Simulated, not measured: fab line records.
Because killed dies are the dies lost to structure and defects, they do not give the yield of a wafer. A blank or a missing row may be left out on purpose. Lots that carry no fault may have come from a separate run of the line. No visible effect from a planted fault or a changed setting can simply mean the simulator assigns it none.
Comparing a struck lot with a sound one | flow n5_finfet | 22 steps out of a route of 1938
Sound: these wafers, L614.2, L614.5. The struck wafers were L619.1, L619.2, L619.6. The cause is named last.
Order at every step that has rows: each side's tool, ch and its chambers, its first start. Under that, the readings that differ: sound wafers | struck wafers | difference of the means | sigmas: that difference in standard deviations of wafers without a fault.
alike: readings whose means differ by less than 2 such deviations, and words and numbers that are the same on both sides. not compared: withheld readings, readings that some wafer has no value for, bounds like >300 that may hide the same value, and numbers for which the record gives no deviation and whose values overlap.
Wherever a step has rows on one side only, a row that says differs or no value, or a row with sigmas, the two part there. Numbers that have no deviation but don't overlap get no sigmas and don't part them. Lack of a reading on every wafer of one side parts them only where that side has two or more wafers.

first, 9 steps without rows for these wafers: N5_BEOL_M6_ILD_DEP_00 (deposits SiCOH lowk from DEMS/porogen, target thk 179.75 nm, time 33.4 s); N5_BEOL_M6_CURE_74 (cures SiCOH lowk, time 240 s); N5_BEOL_M6_PECVD_70 (deposits SiO2 from TEOS/O2, target thk 20 nm, time 22.7 s); N5_BEOL_M6_HM_DEP_02 (deposits TiN, target thk 20 nm); N5_BEOL_M6_COAT_59 (time 60 s, resist thk 100 nm); N5_BEOL_M6_COAT_60 (time 60 s, resist thk 35 nm); N5_BEOL_M6_COAT_05 (resist thk 90 nm); N5_BEOL_M6_EBR_07; N5_BEOL_M6_SOFTBAKE_06 (time 60 s).
N5_BEOL_M6_EXPOSE_08: exposes mask M6.
  sound on arfi_scanner-01 ch 0, day 8 22:50; struck on arfi_scanner-01 ch 0, day 10 09:22
  reading              | sound       | struck            | difference | sigmas
  exposure_dose_mJ_cm2 | 68.31 68.35 | 64.46 64.37 64.42 | -3.91      | -51
  alike: mask, reticle_temp_C, stage_vel_mm_s
then, 2 steps without rows for these wafers: N5_BEOL_M6_PEB_09 (peb time 60 s); N5_BEOL_M6_DEVELOP_10 (develop time 30 s).
N5_BEOL_M6_CD_MEAS_11: the cd target is 38.5 nm.
  sound on cd_sem-02 ch 0, day 8 22:58; struck on cd_sem-01 ch 0, day 10 09:29
  reading    | sound     | struck         | difference | sigmas
  cd_nm (nm) | 38.8 37.7 | 35.7 35.4 35.9 | -2.6       | -6
then, 1 step without rows for these wafers: N5_BEOL_M6_DESCUM_16 (chemistry O2, time 7.9 s).
N5_BEOL_M6_ETCH_61: etches SiARC in CF4, target depth 45.5 nm, time 75.8 s.
  sound on rie_diel-03 ch 0, day 8 23:23; struck on rie_diel-06 ch 1,2,3, day 10 09:37
  reading                         | sound     | struck         | difference | sigmas
  etch_rf_on_time_s (s)           | 77.1 77.2 | 74.3 73.2 69.7 | -4.8       | -2
  model.BEOL_M6.cd_offset_nm (nm) | 0.4 -0.4  | -3.2 -3 -2.4   | -2.9       |
  alike: drypump_motor_current_A, oes_product_au, rf_vpp_V, showerhead_plenum_p_Torr, throttle_valve_pct
  not compared: rf_hours_counter_h
then, 3 steps without rows for these wafers: N5_BEOL_M6_ETCH_62 (etches SOC in N2/H2, target depth 110 nm, overetch 22 nm, time 165 s); N5_BEOL_M6_STRIP_68 (strips in N2/H2); N5_BEOL_M6_STRIP_67 (strips in CF4).
N5_BEOL_M6_HM_OPEN_17: chemistry Cl2/BCl3, target TiN, target depth 20 nm, overetch 6 nm.
  sound on rie_metal-01 ch 0, day 8 23:37; struck on rie_metal-01 ch 0,1, day 10 09:52
  reading                         | sound  | struck         | difference | sigmas
  model.BEOL_M6.cd_offset_nm (nm) | 0 -0.8 | -3.2 -3.2 -2.4 | -2.5       |
  alike: drypump_motor_current_A, oes_product_au, throttle_valve_pct
  not compared: rf_hours_counter_h
then, 1 step without rows for these wafers: N5_BEOL_M6_STRIP_19 (strips in O2).
N5_BEOL_M6_CD_MEAS_18: pitch 80 nm, target cd 40 nm.
  sound: cd_sem-01 at day 8 23:58; struck: cd_sem-03 at day 10 10:02
  reading    | sound     | struck         | difference | sigmas
  cd_nm (nm) | 40.1 39.0 | 36.6 36.7 37.5 | -2.6       | -4
then, 1 step without rows for these wafers: N5_BEOL_M6_COAT_63 (time 60 s, resist thk 60 nm).

== WHERE THEY PART ==
At N5_BEOL_M6_EXPOSE_08 first; at N5_BEOL_M6_CD_MEAS_18 last (within this record only).

WHY: the cause the simulator had injected
Drift in process parameters on arfi_scanner-01 at N5_BEOL_M6_EXPOSE_08, starting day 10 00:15. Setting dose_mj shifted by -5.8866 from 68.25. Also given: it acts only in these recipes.
